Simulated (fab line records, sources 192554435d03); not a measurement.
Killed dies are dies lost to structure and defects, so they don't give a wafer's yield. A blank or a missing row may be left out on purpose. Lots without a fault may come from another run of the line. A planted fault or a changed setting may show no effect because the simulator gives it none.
Chamber matching | flow n5_finfet | N5_MOL_CONTACT_COAG_ETCH_105 on rie_diel-01: 4 sister chambers
The step etches SiARC in CF4, target depth 15.6 nm, time 26 s. 4 wafers are shown with their chamber, then 7 later ones without.

WAFERS WITH THEIR CHAMBER
wafer  | chamber | showerhead_plenum_p_Torr (Torr)
L087.2 | 3       | 2.17
L087.3 | 1       | 2.27
L089.2 | 2       | 2.16
L089.4 | 0       | 2.00

WAFERS WITHOUT THEIR CHAMBER
wafer  | showerhead_plenum_p_Torr (Torr)
L089.5 | 2.17
L093.2 | 2.17
L093.4 | 2.15
L093.6 | 2.17
L096.1 | 2.26
L096.4 | 2.16
L096.6 | 2.25

WHICH CHAMBER EACH WENT THROUGH
wafer  | from the rows above     | in truth
L089.5 | can't be placed: 3 or 2 | 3
L093.2 | can't be placed: 3 or 2 | 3
L093.4 | can't be placed: 2 or 3 | 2
L093.6 | can't be placed: 3 or 2 | 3
L096.1 | 1                       | 1
L096.4 | can't be placed: 2 or 3 | 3
L096.6 | 1                       | 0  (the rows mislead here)
Placed correctly: 1 of 7. Can't be placed from these rows: 5 (the true chamber is among the candidates in 5). Placed wrongly: 1.
How it was worked out, from the rows above alone: a wafer's distance from a chamber is the root of the sum, over the readings, of the square of ((its reading less the chamber's mean) divided by the reading's scatter). The wafer belongs to the nearest chamber; if the next one is less than 2 further off, it can't be placed. A chamber's mean is the mean of its shown wafers. The scatter: with one shown wafer a chamber, the root of the mean of the squares of how far each hidden wafer lies from its nearest shown one.
